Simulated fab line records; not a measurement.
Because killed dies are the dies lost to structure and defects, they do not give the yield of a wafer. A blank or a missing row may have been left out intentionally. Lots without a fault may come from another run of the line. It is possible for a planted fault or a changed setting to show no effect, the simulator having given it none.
Matching of chambers | flow n5_finfet | N5_FIN_SAQP_PECVD_47 on pecvd-04 has 3 sister chambers
The step deposits a-Si from SiH4/He, target thk 45 nm, time 36.3 s. 20 wafers are shown with their chamber, then 10 later ones without.

EACH WAFER AND ITS CHAMBER
wafer  | chamber | throttle_valve_pct (%) | showerhead_plenum_p_Torr (Torr) | heater_power_w (W)
L074.1 | 0       | 17.7                   | 5.65                            | 925
L074.2 | 2       | 16.6                   | 5.66                            | 869
L074.3 | 1       | 20.3                   | 5.70                            | 853
L074.4 | 0       | 17.5                   | 5.63                            | 926
L074.5 | 2       | 16.3                   | 5.67                            | 872
L074.6 | 1       | 20.4                   | 5.70                            | 868
L077.3 | 1       | 20.3                   | 5.70                            | 780
L077.5 | 2       | 16.4                   | 5.68                            | 770
L077.6 | 1       | 20.3                   | 5.69                            | 776
L079.2 | 1       | 20.5                   | 5.69                            | 834
L079.3 | 2       | 16.7                   | 5.66                            | 873
L079.4 | 0       | 17.9                   | 5.66                            | 1033
L083.2 | 0       | 17.6                   | 5.64                            | 924
L083.3 | 2       | 16.9                   | 5.66                            | 727
L083.4 | 0       | 17.9                   | 5.64                            | 962
L085.1 | 2       | 16.9                   | 5.68                            | 767
L085.2 | 0       | 17.8                   | 5.63                            | 1007
L085.3 | 1       | 20.3                   | 5.69                            | 750
L085.4 | 1       | 20.4                   | 5.71                            | 753
L085.5 | 2       | 16.6                   | 5.67                            | 806

SIGNATURES (means of the wafers above)
reading                  | chamber 0 | chamber 1 | chamber 2 | scatter within a chamber
throttle_valve_pct       | 17.733    | 20.357    | 16.629    | 0.169
showerhead_plenum_p_Torr | 5.6417    | 5.6971    | 5.6686    | 0.00943
heater_power_w           | 962.83    | 802.00    | 812.00    | 52.6
Rule: for each reading, subtract the chamber's mean from the wafer's reading, divide by that reading's scatter and square the result; add these up over the readings and take the root, which gives the wafer's distance from the chamber. If the next closest chamber is less than 2 further off than the closest, the wafer can't be placed; otherwise it belongs to the closest. How the scatter is found: for the shown wafers, subtract from each reading the mean of its chamber, square and add these, divide the total by (wafers less chambers), then take the root.

WAFERS WITHOUT THEIR CHAMBER
wafer  | throttle_valve_pct (%) | showerhead_plenum_p_Torr (Torr) | heater_power_w (W)
L085.6 | 17.7                   | 5.65                            | 1017
L087.1 | 17.7                   | 5.63                            | 969
L087.2 | 16.7                   | 5.67                            | 820
L087.3 | 20.3                   | 5.68                            | 813
L087.4 | 16.4                   | 5.67                            | 807
L087.5 | 17.6                   | 5.64                            | 959
L087.6 | 20.5                   | 5.70                            | 843
L094.2 | 17.7                   | 5.64                            | 1013
L094.3 | 17.6                   | 5.65                            | 1021
L094.4 | 20.6                   | 5.71                            | 909

EACH ONE'S CHAMBER
wafer  | from the rows above | in truth
L085.6 | 0                   | 0
L087.1 | 0                   | 0
L087.2 | 2                   | 2
L087.3 | 1                   | 1
L087.4 | 2                   | 2
L087.5 | 0                   | 0
L087.6 | 1                   | 1
L094.2 | 0                   | 0
L094.3 | 0                   | 0
L094.4 | 1                   | 1
10 of 10 placed correctly. From these rows, 0 cannot be placed. Number placed wrongly: 0.
